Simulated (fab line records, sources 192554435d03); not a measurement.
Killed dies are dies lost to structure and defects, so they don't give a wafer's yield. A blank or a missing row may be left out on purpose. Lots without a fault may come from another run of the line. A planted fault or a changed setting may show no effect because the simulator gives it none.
Split-lot experiment | flow n5_finfet | 7 lots, 21 wafers read, on a route of 1938 steps

THE SPLIT
At N5_BEOL_M9_EXPOSE_08 (exposes mask M9), the setting dose_mj was moved away from the recipe's 53.75 on 9 of the 21 wafers read, by -3.5% to +7.2%. The other wafers ran this setting at the recipe's value.

FROM THE SPLIT TO THE READING: what the file shows between them, 15 steps
- N5_BEOL_M9_PEB_09: peb time 60 s
- N5_BEOL_M9_DEVELOP_10: develop time 30 s
- N5_BEOL_M9_CD_MEAS_11: target cd 64.1 nm
- N5_BEOL_M9_DESCUM_16: chemistry O2, time 7.9 s
- N5_BEOL_M9_ETCH_61: etches SiARC in CF4, target depth 39 nm, time 65 s
- N5_BEOL_M9_ETCH_62: etches SOC in N2/H2, target depth 110 nm, overetch 22 nm, time 165 s
- N5_BEOL_M9_STRIP_68: strips in N2/H2
- N5_BEOL_M9_STRIP_67: strips in CF4
- N5_BEOL_M9_HM_OPEN_17: chemistry Cl2/BCl3, target TiN, target depth 20 nm, overetch 6 nm
- N5_BEOL_M9_STRIP_19: strips in O2
- N5_BEOL_M9_CD_MEAS_18: pitch 140 nm, target cd 70 nm
- N5_BEOL_M9_COAT_63: time 60 s, resist thk 60 nm
- N5_BEOL_M9_COAT_64: time 60 s, resist thk 12 nm
- N5_BEOL_M9_PRECLEAN_42: cleans in residue remover, time 60 s
- N5_BEOL_M9_SRD_43: time 30 s

THE READING
cd_nm, in nm, at N5_BEOL_M9_CD_MEAS_35 (target cd 70 nm, target cd y 40 nm). Fault-free wafers of this fab line usually give 70.0 nm, standard deviation 0.62 nm.

wafer  | tool, chamber at the split | dose_mj as run | against the recipe | cd_nm, nm | against lot-mates on the recipe
L075.1 | arfi_scanner-02, 0         | 53.75          | recipe             | 70.2      | -
L075.3 | arfi_scanner-02, 0         | 56.27          | +4.7%              | 72.3      | +2.0
L075.4 | arfi_scanner-02, 0         | 53.75          | recipe             | 70.4      | -
L081.1 | arfi_scanner-02, 0         | 53.75          | recipe             | 69.2      | -
L081.2 | arfi_scanner-02, 0         | 55.61          | +3.5%              | 71.4      | +2.2
L081.6 | arfi_scanner-02, 0         | 55.61          | +3.5%              | 71.7      | +2.5
L086.3 | arfi_scanner-03, 0         | 53.75          | recipe             | 70.3      | -
L086.5 | arfi_scanner-03, 0         | 57.58          | +7.1%              | 74.5      | +4.2
L086.6 | arfi_scanner-03, 0         | 57.58          | +7.1%              | 75.3      | +5.0
L090.1 | arfi_scanner-02, 0         | 53.75          | recipe             | 69.1      | -
L090.3 | arfi_scanner-02, 0         | 53.75          | recipe             | 70.3      | -
L090.6 | arfi_scanner-02, 0         | 57.43          | +6.8%              | 72.8      | +3.1
L094.1 | arfi_scanner-02, 0         | 53.75          | recipe             | 69.5      | -
L094.3 | arfi_scanner-02, 0         | 53.75          | recipe             | 69.4      | -
L094.5 | arfi_scanner-02, 0         | 51.89          | -3.5%              | 67.8      | -1.7
L095.1 | arfi_scanner-03, 0         | 53.75          | recipe             | 70.1      | -
L095.2 | arfi_scanner-03, 0         | 53.75          | recipe             | 69.3      | -
L095.4 | arfi_scanner-03, 0         | 53.75          | recipe             | 69.2      | -
L097.3 | arfi_scanner-01, 0         | 57.63          | +7.2%              | 74.9      | +4.8
L097.4 | arfi_scanner-01, 0         | 57.63          | +7.2%              | 73.6      | +3.5
L097.6 | arfi_scanner-01, 0         | 53.75          | recipe             | 70.1      | -

THE FIT
A straight line over all 21 wafers: cd_nm changes by +0.614 nm for each +1% of dose_mj; r = +0.96; the points scatter about the line by 0.61 nm.
The same after taking each lot's own level away (the mean of its wafers on the recipe; 21 wafers): +0.568 nm for each +1%; r = +0.97; scatter 0.49 nm.
On that fit, the largest move of dose_mj shifts the reading by 4.1 nm.
The lots' own levels span 69.20 to 70.30 nm, that is 1.8 times the standard deviation above.
So the lot-to-lot level changes the slope little: the two slopes agree.
Check: with one of the wafers moved furthest among these (+7.2%) left out of the fit, the line predicts +4 nm for it against its lot-mates. It came out at +4.8 nm against them.

THE WHOLE CHAIN: every reading that the file lists as answering this split, in the file's order
step                  | what it does                                                         | reading                                                               | change (the file's fit)               | r (the file's)
N5_BEOL_M9_CD_MEAS_11 | target cd 64.1 nm                                                    | cd_nm                                                                 | +0.488 nm for each +1% of the setting | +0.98
N5_BEOL_M9_ETCH_61    | etches SiARC in CF4, target depth 39 nm, time 65 s                   | BEOL_M9.cd_offset_nm (the simulator's own value, which no gauge read) | +0.504 nm for each +1% of the setting | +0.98
N5_BEOL_M9_ETCH_62    | etches SOC in N2/H2, target depth 110 nm, overetch 22 nm, time 165 s | BEOL_M9.cd_offset_nm (the simulator's own value, which no gauge read) | +0.512 nm for each +1% of the setting | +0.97
N5_BEOL_M9_CD_MEAS_18 | pitch 140 nm, target cd 70 nm                                        | cd_nm                                                                 | +0.515 nm for each +1% of the setting | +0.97
N5_BEOL_M9_CD_MEAS_35 | target cd 70 nm, target cd y 40 nm                                   | cd_nm                                                                 | +0.547 nm for each +1% of the setting | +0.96

THE FILE'S OWN FIT
cd_nm changes by +0.547 nm for each +1% of dose_mj, r = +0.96.
